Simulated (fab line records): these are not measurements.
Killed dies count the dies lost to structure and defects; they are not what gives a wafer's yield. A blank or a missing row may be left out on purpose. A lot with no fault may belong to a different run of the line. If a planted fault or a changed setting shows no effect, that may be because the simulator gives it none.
fab line records	flow n5-finfet	part 2 of 2: steps 5 to 6 of 6
record lots=20	wafers=60	last-day=19
route steps=1938 shown SDB@373 HKMG_FIN@407 GATE_CUT@470
lots that met no fault: from a run of the same line without faults
start-h: hours from the record's first day to the start of the lot's first wafer shown	wait-h: hours elapsed since this lot's preceding step	" repeats the value in the row above	L1.1+2: several wafers, shown together as one row	- no value, or no start given	* or withheld: withheld	< > ~ a bound
route shown NAME@n: names a module that has steps shown in the file, with the first one's number in the route	usual: mean/standard deviation taken from wafers without a fault	same: alike in all rows	chamber/n: place in a boat	sites: readings site by site	_std_site: the values' standard deviation	_edge_site: the outer-site mean with the inner-site mean subtracted	radius-mm: for every site, how far away it sits from the centre of the wafer	mask NAME#n: copy n	behind: the most recent tool/chamber to have shaped the wafer	hold: why the lot went on hold/how many hours it stayed there/how the hold came to an end	device: whichever transistor did not switch (one of n, p or np)	end of line: the tests these same wafers got at the end of their route	a step without rows: its recipe alone	killed: at the first sort, the dies lost to defects and structure; wafer yield is something else	map: a wafer's dies, marking killed ones x, the rest . and places with no die _
set.NAME: the setting as run; set.NAME@STEP: as run at that earlier step	model.NAME: the simulator's own value behind a step, which no gauge read
route steps across a sampled set of lots; one table per step, one row per wafer
services: a tool's chamber out of use, with start hour (start-h, from the record's first day; less than 0 if before it), hours out, and reason
## steps
# step N5_GATE_CUT_STRIP_59
# recipe chemistry=N2/H2	time-s=20	power-w=100	temp-c=40	pressure-mtorr=100	rf-frequency-hz=6e+07	bias-power-w=3	n2-flow-sccm=300	h2-flow-sccm=300
# usual drypump-motor-current-A=5.81/0.29	oes-product-au=0.78/0.072	rf-vpp-V=45.1/0.86	showerhead-plenum-p-Torr=3.30/0.09	throttle-valve-pct=12.23/0.22
# same time-s=20
lot.wafer	tool	chamber	start-h	wait-h	drypump-motor-current-A	oes-product-au	rf-hours-counter-h	rf-vpp-V	showerhead-plenum-p-Torr	throttle-valve-pct
L074.2	rie-diel-06	1	83.47	0.1	5.68	0.77	139	44.1	3.27	12.31
L074.3	"	0	"	"	5.57	0.92	11	44.0	3.31	11.83
L074.5	"	2	"	"	5.35	0.70	-	43.9	3.24	12.64
L075.3	rie-diel-03	3	85.80	0.1	5.71	0.78	139	45.5	3.27	12.38
L075.4	"	2	"	"	6.06	0.71	168	43.5	3.24	12.11
L075.6	"	1	"	"	5.98	0.79	-	45.4	3.42	12.28
L077.3	rie-diel-05	1	98.78	0.1	5.73	0.75	134	45.2	3.53	12.10
L077.4	"	1	"	"	5.77	0.76	-	43.2	3.53	12.10
L077.5	"	2	"	"	5.33	0.75	-	44.6	3.32	12.11
L078.1	rie-diel-06	1	104.08	0.1	5.64	0.77	144	44.7	3.27	12.32
L078.2	"	2	"	"	5.36	0.70	233	45.5	3.24	12.66
L078.4	"	0	"	"	5.57	0.91	16	45.5	3.31	11.85
L079.1	rie-diel-06	1	110.05	0.1	5.68	0.76	146	45.1	3.27	12.33
L079.3	"	0	"	"	5.58	0.91	18	45.5	3.31	11.86
L079.6	"	0	"	"	5.59	0.91	-	46.2	3.31	11.85
L081.1	rie-diel-06	2	125.92	0.1	5.37	0.68	239	44.7	3.23	12.66
L081.4	"	0	"	"	5.56	0.88	22	45.7	3.31	11.87
L081.6	"	2	"	"	5.34	0.69	-	45.1	3.23	12.65
L082.2	rie-diel-03	1	131.97	0.1	6.01	0.79	124	44.1	3.41	12.30
L082.4	"	3	"	"	5.71	0.77	-	45.0	3.26	12.42
L082.5	"	1	"	"	5.98	0.79	-	46.6	3.41	12.30
L083.2	rie-diel-03	2	135.49	0.1	6.04	0.71	184	45.6	3.23	12.15
L083.3	"	3	"	"	5.71	0.77	156	43.9	3.26	12.43
L083.4	"	2	"	"	6.04	0.71	-	44.6	3.23	12.14
L084.4	rie-diel-03	2	145.12	0.0	6.05	0.70	-	43.0	3.23	12.15
L084.5	"	1	"	"	6.03	0.77	-	45.0	3.40	12.32
L084.6	"	3	"	"	5.71	0.78	-	43.9	3.25	12.46
L086.1	rie-diel-06	3	151.45	0.1	5.89	0.78	130	44.1	3.23	12.04
L086.3	"	2	"	"	5.35	0.69	246	45.5	3.23	12.70
L086.5	"	2	"	"	5.35	0.70	-	42.8	3.23	12.69
L087.3	rie-diel-06	0	158.83	0.1	5.58	0.88	30	44.5	3.30	11.89
L087.4	"	3	"	"	5.88	0.79	132	45.6	3.23	12.05
L087.6	"	0	"	"	5.58	0.88	-	43.4	3.30	11.88
L088.1	rie-diel-03	0	163.33	0.1	6.43	0.94	4	44.2	3.30	11.84
L088.3	"	1	"	"	6.02	0.76	134	44.1	3.40	12.33
L088.4	"	3	"	"	5.74	0.76	167	44.0	3.25	12.46
L089.1	rie-diel-03	1	169.48	0.1	5.97	0.77	136	45.8	3.40	12.35
L089.2	"	0	"	"	6.42	0.94	5	45.3	3.30	11.84
L089.6	"	3	"	"	5.71	0.77	-	45.2	3.25	12.46
L091.4	rie-diel-05	3	181.50	0.1	5.98	0.82	67	45.5	3.45	12.40
L091.5	"	2	"	"	5.34	0.73	-	45.8	3.31	12.17
L091.6	"	1	"	"	5.79	0.74	-	45.8	3.51	12.17
L092.1	rie-diel-06	3	187.13	0.1	5.90	0.76	137	45.0	3.23	12.06
L092.3	"	1	"	"	5.67	0.74	168	46.2	3.25	12.38
L092.4	"	0	"	"	5.59	0.84	-	45.3	3.30	11.93
L093.1	rie-diel-06	3	192.82	0.1	5.89	0.77	137	45.2	3.23	12.06
L093.2	"	0	"	"	5.57	0.86	39	43.3	3.30	11.90
L093.5	"	0	"	"	5.59	0.86	-	46.5	3.30	11.91
L094.1	rie-diel-03	0	200.41	0.1	6.43	0.90	15	45.1	3.29	11.88
L094.3	"	1	"	"	5.98	0.76	146	45.5	3.40	12.36
L094.5	"	2	"	"	6.08	0.69	-	44.7	3.22	12.21
L095.4	rie-diel-05	2	211.11	0.1	5.35	0.72	202	46.7	3.31	12.18
L095.5	"	2	"	"	5.34	0.72	-	45.2	3.31	12.20
L095.6	"	1	"	"	5.80	0.73	-	45.6	3.51	12.19
L096.3	rie-diel-03	2	211.55	0.1	6.08	0.69	210	44.7	3.21	12.20
L096.5	"	0	"	"	6.41	0.88	-	45.7	3.29	11.88
L096.6	"	2	"	"	6.08	0.69	-	44.4	3.22	12.22
L097.2	rie-diel-06	2	224.20	0.1	5.33	0.96	3	46.7	3.63	12.06
L097.3	"	1	"	"	5.66	0.74	180	44.1	3.25	12.41
L097.5	"	3	"	"	5.92	0.77	-	45.9	3.22	12.09
# step N5_GATE_CUT_SAC_CAP_01
# recipe material=SiNx	target-thk-a=240	temp-c=400	ald-precursor-family=SiH2I2	ald-co-reactant=N2/H2-plasma	pulse-time-s=1	ald-cycles=480	purge-time-s=2	co-reactant-purge-time-s=2	pressure-torr=2
# usual chamber-pressure-Torr=2.000/0.0044	heater-power-w=865/69	precursor-pulse-height-rel=1.000/0.02
lot.wafer	tool	chamber	start-h	wait-h	chamber-pressure-Torr	heater-power-w	precursor-pulse-height-rel
L074.2	ald-sin-02	0	83.69	0.0	2.004	787	1.016
L074.3	"	3	"	"	1.999	900	0.984
L074.5	"	2	84.77	1.1	2.000	765	0.970
L075.3	ald-sin-02	0	86.02	0.0	2.000	785	1.007
L075.4	"	3	"	"	2.001	884	0.988
L075.6	"	3	87.11	1.1	1.999	906	1.008
L077.3	ald-sin-03	0	99.98	1.0	2.003	911	0.997
L077.4	"	1	"	"	2.000	984	0.998
L077.5	"	1	101.06	2.1	1.996	994	0.986
L078.1	ald-sin-04	2	104.30	0.0	2.000	756	1.010
L078.2	"	0	"	"	1.998	811	0.976
L078.4	"	0	105.39	1.1	1.994	813	1.028
L079.1	ald-sin-03	1	110.27	0.0	2.000	964	1.020
L079.3	"	3	"	"	2.001	911	1.008
L079.6	"	0	111.36	1.1	1.995	891	0.972
L081.1	ald-sin-02	1	126.14	0.0	2.004	902	1.023
L081.4	"	0	"	"	1.997	786	0.997
L081.6	"	2	127.22	1.1	2.004	768	1.016
L082.2	ald-sin-03	0	132.71	0.5	2.008	931	1.003
L082.4	"	1	"	"	1.997	981	0.961
L082.5	"	0	133.80	1.6	2.001	929	0.992
L083.2	ald-sin-03	3	135.70	0.0	1.997	889	0.991
L083.3	"	1	"	"	1.999	969	0.985
L083.4	"	0	"	"	1.998	915	0.992
L084.4	ald-sin-02	3	145.30	0.0	1.996	910	0.999
L084.5	"	1	146.39	1.1	1.989	886	1.025
L084.6	"	2	"	"	2.002	770	0.982
L086.1	ald-sin-02	3	151.67	0.0	2.002	898	0.995
L086.3	"	2	"	"	1.998	787	0.999
L086.5	"	3	152.76	1.1	2.000	901	0.958
L087.3	ald-sin-03	1	159.05	0.0	2.000	989	0.948
L087.4	"	2	"	"	2.001	909	1.005
L087.6	"	0	160.13	1.1	2.004	936	0.986
L088.1	ald-sin-02	1	165.00	1.5	1.998	905	0.996
L088.3	"	3	"	"	1.995	896	1.060
L088.4	"	0	"	"	1.997	784	1.025
L089.1	ald-sin-04	3	169.90	0.2	1.995	882	1.035
L089.2	"	2	"	"	2.004	771	1.025
L089.6	"	2	170.99	1.3	2.000	767	0.975
L091.4	ald-sin-02	1	182.35	0.7	2.001	861	0.995
L091.5	"	1	183.44	1.8	1.998	883	0.974
L091.6	"	2	"	"	1.991	765	1.024
L092.1	ald-sin-04	0	188.01	0.7	2.000	825	1.027
L092.3	"	3	"	"	1.998	864	1.044
L092.4	"	3	189.10	1.8	1.992	864	1.008
L093.1	ald-sin-03	0	193.03	0.0	1.999	879	1.002
L093.2	"	2	"	"	1.997	917	1.015
L093.5	"	1	194.12	1.1	2.006	1002	1.014
L094.1	ald-sin-02	2	200.62	0.0	2.005	787	0.992
L094.3	"	3	"	"	2.006	874	1.009
L094.5	"	0	201.71	1.1	2.000	757	1.014
L096.3	ald-sin-02	1	213.24	1.5	2.006	905	1.011
L096.5	"	3	214.32	2.6	1.999	887	1.019
L096.6	"	0	"	"	2.004	779	0.982
L095.4	ald-sin-04	2	213.30	2.0	2.002	762	0.983
L095.5	"	0	"	"	2.003	813	1.004
L095.6	"	3	"	"	2.003	868	0.964
L097.2	ald-sin-02	3	224.42	0.0	2.007	903	0.984
L097.3	"	0	"	"	1.999	758	1.005
L097.5	"	2	225.50	1.1	1.999	775	1.012
## services
tool	chamber	start-h	hours	kind
rie-diel-01	-	55.43	14.6	pm
rie-diel-01	1	71.65	13.0	repair
ald-sin-03	-	75.91	1.0	repair
ald-sin-04	-	85.25	14.0	pm
rie-diel-04	3	85.35	15.4	repair
rie-diel-01	3	89.17	31.4	repair
rie-diel-06	-	90.88	0.7	repair
ald-sin-02	0	95.73	15.3	repair
rie-diel-01	-	116.22	0.3	repair
ald-sin-01	2	133.41	14.0	repair
rie-diel-04	-	134.04	2.8	pm
rie-diel-03	1	154.43	5.8	repair
ald-sin-04	-	155.76	12.3	repair
rie-diel-06	3	165.87	11.5	repair
ald-sin-03	-	178.85	14.0	pm
rie-diel-02	2	180.71	1.5	repair
rie-diel-06	2	182.28	6.3	repair
rie-diel-02	3	182.82	5.4	repair
ald-sin-03	-	201.44	14.6	pm
rie-diel-03	3	204.13	13.8	repair
rie-diel-01	-	205.96	2.7	repair
rie-diel-06	-	216.83	4.3	pm
rie-diel-04	1	218.53	47.5	repair
ald-sin-04	-	224.66	6.1	pm
